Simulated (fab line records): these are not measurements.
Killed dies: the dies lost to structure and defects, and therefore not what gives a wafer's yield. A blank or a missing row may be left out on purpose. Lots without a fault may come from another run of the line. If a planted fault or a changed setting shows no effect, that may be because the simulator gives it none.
Which tool was responsible? || flow n5 finfet || Sampling: 24 lots, 72 wafers, 5 of 1938 route steps

== WHAT THE GAUGES SHOWED, per wafer ==
N5_BEOL_M1_INSPECT_59: inspects for defects (darkfield).
{"lot": "L074", "measured": "day 6 11:48", "on": "defect inspect-01", "raw defect count": "50 65 71"}
{"lot": "L075", "measured": "day 6 18:05", "on": "defect inspect-02", "raw defect count": "65 60 120"}
{"lot": "L076", "measured": "day 6 22:51", "on": "defect inspect-01", "raw defect count": "63 50 57"}
{"lot": "L077", "measured": "day 7 02:04", "on": "defect inspect-02", "raw defect count": "79 81 81"}
{"lot": "L078", "measured": "day 7 09:11", "on": "defect inspect-02", "raw defect count": "69 90 69"}
{"lot": "L079", "measured": "day 7 13:20", "on": "defect inspect-02", "raw defect count": "60 77 52"}
{"lot": "L080", "measured": "day 7 16:44", "on": "defect inspect-01", "raw defect count": "131 79 80"}
{"lot": "L081", "measured": "day 8 11:38", "on": "defect inspect-02", "raw defect count": "58 64 73"}
{"lot": "L082", "measured": "day 8 14:49", "on": "defect inspect-02", "raw defect count": "186 94 91"}
{"lot": "L083", "measured": "day 8 18:02", "on": "defect inspect-01", "raw defect count": "71 46 65"}
{"lot": "L084", "measured": "day 9 05:35", "on": "defect inspect-01", "raw defect count": "72 84 99"}
{"lot": "L085", "measured": "day 9 14:21", "on": "defect inspect-01", "raw defect count": "49 35 69"}
{"lot": "L086", "measured": "day 9 16:35", "on": "defect inspect-01", "raw defect count": "77 57 48"}
{"lot": "L088", "measured": "day 9 22:46", "on": "defect inspect-02", "raw defect count": "56 81 121"}
{"lot": "L087", "measured": "day 10 02:50", "on": "defect inspect-01", "raw defect count": "54 42 50"}
{"lot": "L090", "measured": "day 10 05:37", "on": "defect inspect-01", "raw defect count": "102 65 72"}
{"lot": "L089", "measured": "day 10 06:08", "on": "defect inspect-01", "raw defect count": "73 49 93"}
{"lot": "L091", "measured": "day 10 12:43", "on": "defect inspect-01", "raw defect count": "52 76 87"}
{"lot": "L092", "measured": "day 11 00:03", "on": "defect inspect-01", "raw defect count": "61 73 70"}
{"lot": "L093", "measured": "day 11 02:55", "on": "defect inspect-01", "raw defect count": "59 57 74"}
{"lot": "L094", "measured": "day 11 13:35", "on": "defect inspect-01", "raw defect count": "99 69 100"}
{"lot": "L095", "measured": "day 11 15:14", "on": "defect inspect-01", "raw defect count": "69 57 65"}
{"lot": "L096", "measured": "day 12 04:04", "on": "defect inspect-01", "raw defect count": "65 79 77"}
{"lot": "L097", "measured": "day 12 04:59", "on": "defect inspect-01", "raw defect count": "46 66 57"}

N5_BEOL_M2_OVL_MEAS_12.
{"lot": "L074", "measured": "day 6 12:41", "on": "overlay-01", "M2_OVL (nm)": "-0.2 -0.6 0.5"}
{"lot": "L075", "measured": "day 6 19:19", "on": "overlay-01", "M2_OVL (nm)": "0.5 0.6 0.3"}
{"lot": "L076", "measured": "day 6 23:40", "on": "overlay-02", "M2_OVL (nm)": "0.3 0.4 0.8"}
{"lot": "L077", "measured": "day 7 03:28", "on": "overlay-01", "M2_OVL (nm)": "1.0 1.7 1.5"}
{"lot": "L078", "measured": "day 7 12:49", "on": "overlay-02", "M2_OVL (nm)": "-1.3 -1.4 -0.7"}
{"lot": "L079", "measured": "day 7 15:17", "on": "overlay-01", "M2_OVL (nm)": "0.5 0.7 0.7"}
{"lot": "L080", "measured": "day 7 18:59", "on": "overlay-01", "M2_OVL (nm)": "0.4 0.1 0.0"}
{"lot": "L081", "measured": "day 8 12:41", "on": "overlay-02", "M2_OVL (nm)": "1.7 0.9 1.4"}
{"lot": "L082", "measured": "day 8 15:35", "on": "overlay-02", "M2_OVL (nm)": "-0.3 0.4 -0.4"}
{"lot": "L083", "measured": "day 8 18:44", "on": "overlay-02", "M2_OVL (nm)": "0.2 0.7 0.7"}
{"lot": "L084", "measured": "day 9 07:03", "on": "overlay-01", "M2_OVL (nm)": "-0.6 -0.8 -0.7"}
{"lot": "L085", "measured": "day 9 16:52", "on": "overlay-02", "M2_OVL (nm)": "0.2 0.9 0.5"}
{"lot": "L086", "measured": "day 9 18:12", "on": "overlay-01", "M2_OVL (nm)": "-0.4 0.1 0.0"}
{"lot": "L088", "measured": "day 10 01:32", "on": "overlay-01", "M2_OVL (nm)": "0.5 0.6 0.4"}
{"lot": "L087", "measured": "day 10 03:37", "on": "overlay-02", "M2_OVL (nm)": "-0.4 -1.2 -0.5"}
{"lot": "L090", "measured": "day 10 07:34", "on": "overlay-02", "M2_OVL (nm)": "-0.3 0.7 0.0"}
{"lot": "L089", "measured": "day 10 08:26", "on": "overlay-02", "M2_OVL (nm)": "0.1 0.2 0.6"}
{"lot": "L091", "measured": "day 10 14:43", "on": "overlay-01", "M2_OVL (nm)": "-0.3 0.1 0.8"}
{"lot": "L092", "measured": "day 11 02:36", "on": "overlay-01", "M2_OVL (nm)": "1.2 0.9 1.5"}
{"lot": "L093", "measured": "day 11 04:40", "on": "overlay-02", "M2_OVL (nm)": "-0.4 -0.5 -0.3"}
{"lot": "L094", "measured": "day 11 15:41", "on": "overlay-02", "M2_OVL (nm)": "0.1 0.1 0.4"}
{"lot": "L095", "measured": "day 11 16:38", "on": "overlay-01", "M2_OVL (nm)": "-0.2 0.3 0.0"}
{"lot": "L096", "measured": "day 12 04:49", "on": "overlay-01", "M2_OVL (nm)": "0.1 0.2 1.0"}
{"lot": "L097", "measured": "day 12 13:02", "on": "overlay-01", "M2_OVL (nm)": "0.3 0.2 0.3"}

N5_BEOL_M2_CD_MEAS_28: target cd 26.2 nm, target cd y 24.1 nm.
{"lot": "L074", "measured": "day 6 13:39", "on": "cd sem-03", "cd nm (nm)": "25.78 26.13 26.00"}
{"lot": "L075", "measured": "day 6 20:23", "on": "cd sem-01", "cd nm (nm)": "25.90 25.87 26.04"}
{"lot": "L076", "measured": "day 7 00:30", "on": "cd sem-03", "cd nm (nm)": "26.43 25.56 25.79"}
{"lot": "L077", "measured": "day 7 04:18", "on": "cd sem-03", "cd nm (nm)": "25.86 26.18 25.98"}
{"lot": "L078", "measured": "day 7 13:47", "on": "cd sem-03", "cd nm (nm)": "25.92 26.17 26.22"}
{"lot": "L079", "measured": "day 7 16:44", "on": "cd sem-02", "cd nm (nm)": "26.60 26.36 26.37"}
{"lot": "L080", "measured": "day 7 20:15", "on": "cd sem-02", "cd nm (nm)": "26.24 26.12 26.32"}
{"lot": "L081", "measured": "day 8 13:32", "on": "cd sem-03", "cd nm (nm)": "25.97 26.45 26.23"}
{"lot": "L082", "measured": "day 8 16:40", "on": "cd sem-01", "cd nm (nm)": "26.29 26.40 26.17"}
{"lot": "L083", "measured": "day 8 19:35", "on": "cd sem-02", "cd nm (nm)": "26.36 26.13 25.90"}
{"lot": "L084", "measured": "day 9 08:13", "on": "cd sem-03", "cd nm (nm)": "25.62 25.86 26.32"}
{"lot": "L085", "measured": "day 9 18:42", "on": "cd sem-02", "cd nm (nm)": "26.06 26.11 26.08"}
{"lot": "L086", "measured": "day 9 19:24", "on": "cd sem-02", "cd nm (nm)": "26.05 25.97 26.01"}
{"lot": "L088", "measured": "day 10 02:26", "on": "cd sem-03", "cd nm (nm)": "26.23 26.31 26.25"}
{"lot": "L087", "measured": "day 10 04:28", "on": "cd sem-01", "cd nm (nm)": "26.23 26.22 26.95"}
{"lot": "L090", "measured": "day 10 08:55", "on": "cd sem-03", "cd nm (nm)": "26.44 26.05 26.16"}
{"lot": "L089", "measured": "day 10 09:22", "on": "cd sem-02", "cd nm (nm)": "26.33 26.02 25.81"}
{"lot": "L091", "measured": "day 10 15:41", "on": "cd sem-03", "cd nm (nm)": "26.06 26.55 26.05"}
{"lot": "L092", "measured": "day 11 03:26", "on": "cd sem-01", "cd nm (nm)": "25.88 25.82 26.02"}
{"lot": "L093", "measured": "day 11 05:32", "on": "cd sem-02", "cd nm (nm)": "26.52 26.29 25.94"}
{"lot": "L094", "measured": "day 11 16:54", "on": "cd sem-01", "cd nm (nm)": "26.05 26.19 26.11"}
{"lot": "L095", "measured": "day 11 17:34", "on": "cd sem-02", "cd nm (nm)": "26.28 26.29 25.73"}
{"lot": "L096", "measured": "day 12 05:47", "on": "cd sem-01", "cd nm (nm)": "26.10 26.24 26.13"}
{"lot": "L097", "measured": "day 12 13:58", "on": "cd sem-01", "cd nm (nm)": "25.78 26.22 26.21"}

== EACH LOT AND THE TOOL THAT RAN IT (in order: tool; ch and the chambers of the sampled wafers; start) ==
{"lot": "L074", "N5_BEOL_M2_DESCUM_16": "rie diel-04 ch 0,2,3, day 6 12:46", "N5_BEOL_M2_STRIP_66": "rie diel-04 ch 0,2,3, day 6 12:59"}
{"lot": "L075", "N5_BEOL_M2_DESCUM_16": "rie diel-04 ch 0,2, day 6 19:25", "N5_BEOL_M2_STRIP_66": "rie diel-04 ch 0,2, day 6 19:37"}
{"lot": "L076", "N5_BEOL_M2_DESCUM_16": "rie diel-05 ch 0,1,3, day 6 23:45", "N5_BEOL_M2_STRIP_66": "rie diel-05 ch 0,1,3, day 6 23:58"}
{"lot": "L077", "N5_BEOL_M2_DESCUM_16": "rie diel-06 ch 1,2,3, day 7 03:32", "N5_BEOL_M2_STRIP_66": "rie diel-06 ch 1,2,3, day 7 03:46"}
{"lot": "L078", "N5_BEOL_M2_DESCUM_16": "rie diel-06 ch 0,1, day 7 12:54", "N5_BEOL_M2_STRIP_66": "rie diel-06 ch 0,1, day 7 13:07"}
{"lot": "L079", "N5_BEOL_M2_DESCUM_16": "rie diel-04 ch 2,3, day 7 15:50", "N5_BEOL_M2_STRIP_66": "rie diel-04 ch 2,3, day 7 16:03"}
{"lot": "L080", "N5_BEOL_M2_DESCUM_16": "rie diel-04 ch 0,1,2, day 7 19:29", "N5_BEOL_M2_STRIP_66": "rie diel-04 ch 0,1,2, day 7 19:43"}
{"lot": "L081", "N5_BEOL_M2_DESCUM_16": "rie diel-06 ch 0,1, day 8 12:46", "N5_BEOL_M2_STRIP_66": "rie diel-06 ch 0,1, day 8 12:59"}
{"lot": "L082", "N5_BEOL_M2_DESCUM_16": "rie diel-04 ch 1,3, day 8 15:40", "N5_BEOL_M2_STRIP_66": "rie diel-04 ch 1,3, day 8 15:53"}
{"lot": "L083", "N5_BEOL_M2_DESCUM_16": "rie diel-05 ch 0,2, day 8 18:50", "N5_BEOL_M2_STRIP_66": "rie diel-05 ch 0,2, day 8 19:02"}
{"lot": "L084", "N5_BEOL_M2_DESCUM_16": "rie diel-06 ch 1,2,3, day 9 07:25", "N5_BEOL_M2_STRIP_66": "rie diel-06 ch 1,2,3, day 9 07:38"}
{"lot": "L085", "N5_BEOL_M2_DESCUM_16": "rie diel-06 ch 0,3, day 9 17:01", "N5_BEOL_M2_STRIP_66": "rie diel-06 ch 0,3, day 9 17:14"}
{"lot": "L086", "N5_BEOL_M2_DESCUM_16": "rie diel-06 ch 0,2,3, day 9 18:25", "N5_BEOL_M2_STRIP_66": "rie diel-06 ch 0,2,3, day 9 18:37"}
{"lot": "L088", "N5_BEOL_M2_DESCUM_16": "rie diel-06 ch 0,1, day 10 01:40", "N5_BEOL_M2_STRIP_66": "rie diel-06 ch 0,1, day 10 01:53"}
{"lot": "L087", "N5_BEOL_M2_DESCUM_16": "rie diel-06 ch 0,1,3, day 10 03:43", "N5_BEOL_M2_STRIP_66": "rie diel-06 ch 0,1,3, day 10 03:55"}
{"lot": "L090", "N5_BEOL_M2_DESCUM_16": "rie diel-04 ch 0,1,3, day 10 08:02", "N5_BEOL_M2_STRIP_66": "rie diel-04 ch 0,1,3, day 10 08:16"}
{"lot": "L089", "N5_BEOL_M2_DESCUM_16": "rie diel-06 ch 0,1,3, day 10 08:32", "N5_BEOL_M2_STRIP_66": "rie diel-06 ch 0,1,3, day 10 08:44"}
{"lot": "L091", "N5_BEOL_M2_DESCUM_16": "rie diel-06 ch 0,1,2, day 10 14:48", "N5_BEOL_M2_STRIP_66": "rie diel-06 ch 0,1,2, day 10 15:01"}
{"lot": "L092", "N5_BEOL_M2_DESCUM_16": "rie diel-04 ch 1,3, day 11 02:41", "N5_BEOL_M2_STRIP_66": "rie diel-04 ch 1,3, day 11 02:54"}
{"lot": "L093", "N5_BEOL_M2_DESCUM_16": "rie diel-04 ch 2,3, day 11 04:45", "N5_BEOL_M2_STRIP_66": "rie diel-04 ch 2,3, day 11 04:58"}
{"lot": "L094", "N5_BEOL_M2_DESCUM_16": "rie diel-05 ch 1,2,3, day 11 15:57", "N5_BEOL_M2_STRIP_66": "rie diel-05 ch 1,2,3, day 11 16:10"}
{"lot": "L095", "N5_BEOL_M2_DESCUM_16": "rie diel-06 ch 0,1,2, day 11 16:49", "N5_BEOL_M2_STRIP_66": "rie diel-06 ch 0,1,2, day 11 17:02"}
{"lot": "L096", "N5_BEOL_M2_DESCUM_16": "rie diel-04 ch 0,1,2, day 12 04:55", "N5_BEOL_M2_STRIP_66": "rie diel-04 ch 0,1,2, day 12 05:08"}
{"lot": "L097", "N5_BEOL_M2_DESCUM_16": "rie diel-04 ch 0,3, day 12 13:07", "N5_BEOL_M2_STRIP_66": "rie diel-04 ch 0,3, day 12 13:19"}
- N5_BEOL_M2_DESCUM_16: chemistry O2, time 7 s.
- N5_BEOL_M2_STRIP_66: strips in CF4.

== WHAT THE TOOLS THEMSELVES READ (means of the sampled wafers that have a number; where no wafer has one, the mark that the record gives instead) ==
N5_BEOL_M2_DESCUM_16.
{"lot": "L074", "tool": "rie diel-04", "chamber pressure mTorr (mTorr)": 19.992, "drypump motor current A (A)": 5.6, "oes product au (a.u.)": 0.81, "rf fwd power W (W)": 49.36, "rf vpp V (V)": 244.0, "showerhead plenum p Torr (Torr)": 2.13, "throttle valve pct (%)": 20.43}
{"lot": "L075", "tool": "rie diel-04", "chamber pressure mTorr (mTorr)": 19.998, "drypump motor current A (A)": 5.6, "oes product au (a.u.)": 0.87, "rf fwd power W (W)": 49.35, "rf vpp V (V)": 244.5, "showerhead plenum p Torr (Torr)": 2.13, "throttle valve pct (%)": 20.41}
{"lot": "L076", "tool": "rie diel-05", "chamber pressure mTorr (mTorr)": 20.005, "drypump motor current A (A)": 5.6, "oes product au (a.u.)": 0.80, "rf fwd power W (W)": 49.35, "rf vpp V (V)": 245.1, "showerhead plenum p Torr (Torr)": 2.16, "throttle valve pct (%)": 20.37}
{"lot": "L077", "tool": "rie diel-06", "chamber pressure mTorr (mTorr)": 20.004, "drypump motor current A (A)": 6.2, "oes product au (a.u.)": 0.79, "rf fwd power W (W)": 49.33, "rf vpp V (V)": 242.9, "showerhead plenum p Torr (Torr)": 2.07, "throttle valve pct (%)": 20.27}
{"lot": "L078", "tool": "rie diel-06", "chamber pressure mTorr (mTorr)": 20.014, "drypump motor current A (A)": 6.3, "oes product au (a.u.)": 0.83, "rf fwd power W (W)": 49.17, "rf vpp V (V)": 244.4, "showerhead plenum p Torr (Torr)": 2.18, "throttle valve pct (%)": 20.32}
{"lot": "L079", "tool": "rie diel-04", "chamber pressure mTorr (mTorr)": 19.990, "drypump motor current A (A)": 5.7, "oes product au (a.u.)": 0.93, "rf fwd power W (W)": 49.31, "rf vpp V (V)": 244.5, "showerhead plenum p Torr (Torr)": 2.13, "throttle valve pct (%)": 20.21}
{"lot": "L080", "tool": "rie diel-04", "chamber pressure mTorr (mTorr)": 19.997, "drypump motor current A (A)": 5.8, "oes product au (a.u.)": 0.85, "rf fwd power W (W)": 49.56, "rf vpp V (V)": 243.8, "showerhead plenum p Torr (Torr)": 2.13, "throttle valve pct (%)": 20.31}
{"lot": "L081", "tool": "rie diel-06", "chamber pressure mTorr (mTorr)": 20.016, "drypump motor current A (A)": 6.2, "oes product au (a.u.)": 0.82, "rf fwd power W (W)": 49.30, "rf vpp V (V)": 243.3, "showerhead plenum p Torr (Torr)": 2.18, "throttle valve pct (%)": 20.34}
{"lot": "L082", "tool": "rie diel-04", "chamber pressure mTorr (mTorr)": 20.000, "drypump motor current A (A)": 5.9, "oes product au (a.u.)": 0.89, "rf fwd power W (W)": 49.54, "rf vpp V (V)": 243.8, "showerhead plenum p Torr (Torr)": 2.13, "throttle valve pct (%)": 19.99}
{"lot": "L083", "tool": "rie diel-05", "chamber pressure mTorr (mTorr)": 19.990, "drypump motor current A (A)": 5.3, "oes product au (a.u.)": 0.91, "rf fwd power W (W)": 49.45, "rf vpp V (V)": 244.1, "showerhead plenum p Torr (Torr)": 2.20, "throttle valve pct (%)": 20.20}
{"lot": "L084", "tool": "rie diel-06", "chamber pressure mTorr (mTorr)": 20.022, "drypump motor current A (A)": 6.2, "oes product au (a.u.)": 0.77, "rf fwd power W (W)": 49.31, "rf vpp V (V)": 243.2, "showerhead plenum p Torr (Torr)": 2.06, "throttle valve pct (%)": 20.31}
{"lot": "L085", "tool": "rie diel-06", "chamber pressure mTorr (mTorr)": 20.000, "drypump motor current A (A)": 6.4, "oes product au (a.u.)": 0.69, "rf fwd power W (W)": 49.34, "rf vpp V (V)": 242.0, "showerhead plenum p Torr (Torr)": 2.01, "throttle valve pct (%)": 20.19}
{"lot": "L086", "tool": "rie diel-06", "chamber pressure mTorr (mTorr)": 19.994, "drypump motor current A (A)": 6.0, "oes product au (a.u.)": 0.72, "rf fwd power W (W)": 49.44, "rf vpp V (V)": 242.4, "showerhead plenum p Torr (Torr)": 2.02, "throttle valve pct (%)": 20.30}
{"lot": "L088", "tool": "rie diel-06", "chamber pressure mTorr (mTorr)": 20.002, "drypump motor current A (A)": 6.2, "oes product au (a.u.)": 0.81, "rf fwd power W (W)": 49.32, "rf vpp V (V)": 244.5, "showerhead plenum p Torr (Torr)": 2.17, "throttle valve pct (%)": 20.35}
{"lot": "L087", "tool": "rie diel-06", "chamber pressure mTorr (mTorr)": 20.020, "drypump motor current A (A)": 6.3, "oes product au (a.u.)": 0.76, "rf fwd power W (W)": 49.27, "rf vpp V (V)": 242.5, "showerhead plenum p Torr (Torr)": 2.09, "throttle valve pct (%)": 20.27}
{"lot": "L090", "tool": "rie diel-04", "chamber pressure mTorr (mTorr)": 20.016, "drypump motor current A (A)": 5.7, "oes product au (a.u.)": 0.87, "rf fwd power W (W)": 49.46, "rf vpp V (V)": 243.6, "showerhead plenum p Torr (Torr)": 2.13, "throttle valve pct (%)": 20.13}
{"lot": "L089", "tool": "rie diel-06", "chamber pressure mTorr (mTorr)": 20.009, "drypump motor current A (A)": 6.3, "oes product au (a.u.)": 0.75, "rf fwd power W (W)": 49.31, "rf vpp V (V)": 242.6, "showerhead plenum p Torr (Torr)": 2.09, "throttle valve pct (%)": 20.28}
{"lot": "L091", "tool": "rie diel-06", "chamber pressure mTorr (mTorr)": 20.001, "drypump motor current A (A)": 6.0, "oes product au (a.u.)": 0.77, "rf fwd power W (W)": 49.36, "rf vpp V (V)": 243.4, "showerhead plenum p Torr (Torr)": 2.10, "throttle valve pct (%)": 20.39}
{"lot": "L092", "tool": "rie diel-04", "chamber pressure mTorr (mTorr)": 20.001, "drypump motor current A (A)": 5.7, "oes product au (a.u.)": 0.87, "rf fwd power W (W)": 49.47, "rf vpp V (V)": 243.8, "showerhead plenum p Torr (Torr)": 2.13, "throttle valve pct (%)": 20.05}
{"lot": "L093", "tool": "rie diel-04", "chamber pressure mTorr (mTorr)": 20.015, "drypump motor current A (A)": 5.7, "oes product au (a.u.)": 0.85, "rf fwd power W (W)": 49.50, "rf vpp V (V)": 244.5, "showerhead plenum p Torr (Torr)": 2.12, "throttle valve pct (%)": 20.26}
{"lot": "L094", "tool": "rie diel-05", "chamber pressure mTorr (mTorr)": 20.009, "drypump motor current A (A)": 5.8, "oes product au (a.u.)": 0.85, "rf fwd power W (W)": 49.45, "rf vpp V (V)": 243.8, "showerhead plenum p Torr (Torr)": 2.12, "throttle valve pct (%)": 20.10}
{"lot": "L095", "tool": "rie diel-06", "chamber pressure mTorr (mTorr)": 19.987, "drypump motor current A (A)": 6.0, "oes product au (a.u.)": 0.76, "rf fwd power W (W)": 49.30, "rf vpp V (V)": 243.0, "showerhead plenum p Torr (Torr)": 2.10, "throttle valve pct (%)": 20.41}
{"lot": "L096", "tool": "rie diel-04", "chamber pressure mTorr (mTorr)": 20.007, "drypump motor current A (A)": 5.8, "oes product au (a.u.)": 0.80, "rf fwd power W (W)": 49.45, "rf vpp V (V)": 243.4, "showerhead plenum p Torr (Torr)": 2.11, "throttle valve pct (%)": 20.35}
{"lot": "L097", "tool": "rie diel-04", "chamber pressure mTorr (mTorr)": 19.993, "drypump motor current A (A)": 5.5, "oes product au (a.u.)": 0.84, "rf fwd power W (W)": 49.23, "rf vpp V (V)": 243.8, "showerhead plenum p Torr (Torr)": 2.12, "throttle valve pct (%)": 20.29}

N5_BEOL_M2_STRIP_66.
{"lot": "L074", "tool": "rie diel-04", "chamber pressure mTorr (mTorr)": 50.01, "drypump motor current A (A)": 5.6, "oes product au (a.u.)": 0.79, "rf fwd power W (W)": 293.1, "rf vpp V (V)": 272.2, "showerhead plenum p Torr (Torr)": 1.82, "throttle valve pct (%)": 13.58}
{"lot": "L075", "tool": "rie diel-04", "chamber pressure mTorr (mTorr)": 49.98, "drypump motor current A (A)": 5.6, "oes product au (a.u.)": 0.85, "rf fwd power W (W)": 292.5, "rf vpp V (V)": 271.6, "showerhead plenum p Torr (Torr)": 1.82, "throttle valve pct (%)": 13.50}
{"lot": "L076", "tool": "rie diel-05", "chamber pressure mTorr (mTorr)": 49.99, "drypump motor current A (A)": 5.5, "oes product au (a.u.)": 0.78, "rf fwd power W (W)": 292.0, "rf vpp V (V)": 273.0, "showerhead plenum p Torr (Torr)": 1.85, "throttle valve pct (%)": 13.53}
{"lot": "L077", "tool": "rie diel-06", "chamber pressure mTorr (mTorr)": 49.99, "drypump motor current A (A)": 6.3, "oes product au (a.u.)": 0.77, "rf fwd power W (W)": 293.8, "rf vpp V (V)": 269.8, "showerhead plenum p Torr (Torr)": 1.78, "throttle valve pct (%)": 13.49}
{"lot": "L078", "tool": "rie diel-06", "chamber pressure mTorr (mTorr)": 49.98, "drypump motor current A (A)": 6.3, "oes product au (a.u.)": 0.82, "rf fwd power W (W)": 291.8, "rf vpp V (V)": 272.9, "showerhead plenum p Torr (Torr)": 1.86, "throttle valve pct (%)": 13.46}
{"lot": "L079", "tool": "rie diel-04", "chamber pressure mTorr (mTorr)": 50.01, "drypump motor current A (A)": 5.7, "oes product au (a.u.)": 0.91, "rf fwd power W (W)": 292.2, "rf vpp V (V)": 272.4, "showerhead plenum p Torr (Torr)": 1.82, "throttle valve pct (%)": 13.32}
{"lot": "L080", "tool": "rie diel-04", "chamber pressure mTorr (mTorr)": 49.97, "drypump motor current A (A)": 5.8, "oes product au (a.u.)": 0.84, "rf fwd power W (W)": 292.2, "rf vpp V (V)": 271.7, "showerhead plenum p Torr (Torr)": 1.82, "throttle valve pct (%)": 13.43}
{"lot": "L081", "tool": "rie diel-06", "chamber pressure mTorr (mTorr)": 50.04, "drypump motor current A (A)": 6.3, "oes product au (a.u.)": 0.81, "rf fwd power W (W)": 292.2, "rf vpp V (V)": 272.7, "showerhead plenum p Torr (Torr)": 1.86, "throttle valve pct (%)": 13.48}
{"lot": "L082", "tool": "rie diel-04", "chamber pressure mTorr (mTorr)": 50.06, "drypump motor current A (A)": 5.9, "oes product au (a.u.)": 0.87, "rf fwd power W (W)": 291.9, "rf vpp V (V)": 273.2, "showerhead plenum p Torr (Torr)": 1.82, "throttle valve pct (%)": 13.18}
{"lot": "L083", "tool": "rie diel-05", "chamber pressure mTorr (mTorr)": 50.01, "drypump motor current A (A)": 5.3, "oes product au (a.u.)": 0.88, "rf fwd power W (W)": 292.3, "rf vpp V (V)": 272.7, "showerhead plenum p Torr (Torr)": 1.88, "throttle valve pct (%)": 13.30}
{"lot": "L084", "tool": "rie diel-06", "chamber pressure mTorr (mTorr)": 49.99, "drypump motor current A (A)": 6.2, "oes product au (a.u.)": 0.75, "rf fwd power W (W)": 292.3, "rf vpp V (V)": 270.7, "showerhead plenum p Torr (Torr)": 1.77, "throttle valve pct (%)": 13.52}
{"lot": "L085", "tool": "rie diel-06", "chamber pressure mTorr (mTorr)": 50.02, "drypump motor current A (A)": 6.4, "oes product au (a.u.)": 0.69, "rf fwd power W (W)": 292.4, "rf vpp V (V)": 270.0, "showerhead plenum p Torr (Torr)": 1.73, "throttle valve pct (%)": 13.47}
{"lot": "L086", "tool": "rie diel-06", "chamber pressure mTorr (mTorr)": 50.02, "drypump motor current A (A)": 6.0, "oes product au (a.u.)": 0.71, "rf fwd power W (W)": 291.9, "rf vpp V (V)": 269.7, "showerhead plenum p Torr (Torr)": 1.74, "throttle valve pct (%)": 13.52}
{"lot": "L088", "tool": "rie diel-06", "chamber pressure mTorr (mTorr)": 49.99, "drypump motor current A (A)": 6.3, "oes product au (a.u.)": 0.80, "rf fwd power W (W)": 292.8, "rf vpp V (V)": 272.1, "showerhead plenum p Torr (Torr)": 1.86, "throttle valve pct (%)": 13.49}
{"lot": "L087", "tool": "rie diel-06", "chamber pressure mTorr (mTorr)": 50.01, "drypump motor current A (A)": 6.3, "oes product au (a.u.)": 0.74, "rf fwd power W (W)": 292.7, "rf vpp V (V)": 271.4, "showerhead plenum p Torr (Torr)": 1.79, "throttle valve pct (%)": 13.47}
{"lot": "L090", "tool": "rie diel-04", "chamber pressure mTorr (mTorr)": 50.02, "drypump motor current A (A)": 5.7, "oes product au (a.u.)": 0.85, "rf fwd power W (W)": 292.9, "rf vpp V (V)": 271.6, "showerhead plenum p Torr (Torr)": 1.82, "throttle valve pct (%)": 13.30}
{"lot": "L089", "tool": "rie diel-06", "chamber pressure mTorr (mTorr)": 50.00, "drypump motor current A (A)": 6.3, "oes product au (a.u.)": 0.75, "rf fwd power W (W)": 292.5, "rf vpp V (V)": 271.7, "showerhead plenum p Torr (Torr)": 1.79, "throttle valve pct (%)": 13.48}
{"lot": "L091", "tool": "rie diel-06", "chamber pressure mTorr (mTorr)": 49.95, "drypump motor current A (A)": 6.0, "oes product au (a.u.)": 0.76, "rf fwd power W (W)": 292.6, "rf vpp V (V)": 271.9, "showerhead plenum p Torr (Torr)": 1.80, "throttle valve pct (%)": 13.56}
{"lot": "L092", "tool": "rie diel-04", "chamber pressure mTorr (mTorr)": 49.99, "drypump motor current A (A)": 5.7, "oes product au (a.u.)": 0.85, "rf fwd power W (W)": 293.7, "rf vpp V (V)": 272.0, "showerhead plenum p Torr (Torr)": 1.82, "throttle valve pct (%)": 13.21}
{"lot": "L093", "tool": "rie diel-04", "chamber pressure mTorr (mTorr)": 50.01, "drypump motor current A (A)": 5.7, "oes product au (a.u.)": 0.84, "rf fwd power W (W)": 291.9, "rf vpp V (V)": 271.2, "showerhead plenum p Torr (Torr)": 1.81, "throttle valve pct (%)": 13.38}
{"lot": "L094", "tool": "rie diel-05", "chamber pressure mTorr (mTorr)": 49.99, "drypump motor current A (A)": 5.8, "oes product au (a.u.)": 0.84, "rf fwd power W (W)": 293.5, "rf vpp V (V)": 271.3, "showerhead plenum p Torr (Torr)": 1.81, "throttle valve pct (%)": 13.29}
{"lot": "L095", "tool": "rie diel-06", "chamber pressure mTorr (mTorr)": 50.03, "drypump motor current A (A)": 6.0, "oes product au (a.u.)": 0.76, "rf fwd power W (W)": 292.5, "rf vpp V (V)": 270.8, "showerhead plenum p Torr (Torr)": 1.80, "throttle valve pct (%)": 13.58}
{"lot": "L096", "tool": "rie diel-04", "chamber pressure mTorr (mTorr)": 50.03, "drypump motor current A (A)": 5.8, "oes product au (a.u.)": 0.79, "rf fwd power W (W)": 293.0, "rf vpp V (V)": 270.8, "showerhead plenum p Torr (Torr)": 1.81, "throttle valve pct (%)": 13.51}
{"lot": "L097", "tool": "rie diel-04", "chamber pressure mTorr (mTorr)": 50.01, "drypump motor current A (A)": 5.5, "oes product au (a.u.)": 0.82, "rf fwd power W (W)": 293.5, "rf vpp V (V)": 272.7, "showerhead plenum p Torr (Torr)": 1.82, "throttle valve pct (%)": 13.43}

== THE ANSWER, worked out from the rows above alone ==
Rule: what is usual is taken from the lots themselves. Put in order of their means at a reading, lots are off if they are a third of the lots or fewer, leave a main group of 4 or more, and stand apart from it by a gap of 3 or more times the standard deviation of the main group's means; of several such gaps the widest counts. A main group is skipped when, at the precision printed for the reading in the tables above, its means are all equal. Also off: a lot with no number at a reading for which 4 or more lots have one. All remaining lots with rows at the step are treated as sound. After the gauges, taken in route order, come the tools' own readings; for these a lot's mean is taken, as printed above. At the first step where some lot is off, the reading lying furthest off is the one used; lots without a number count as furthest.
None of the lots is off at any reading shown; this tells nothing.

== WHAT THE SIMULATOR PUT IN ==
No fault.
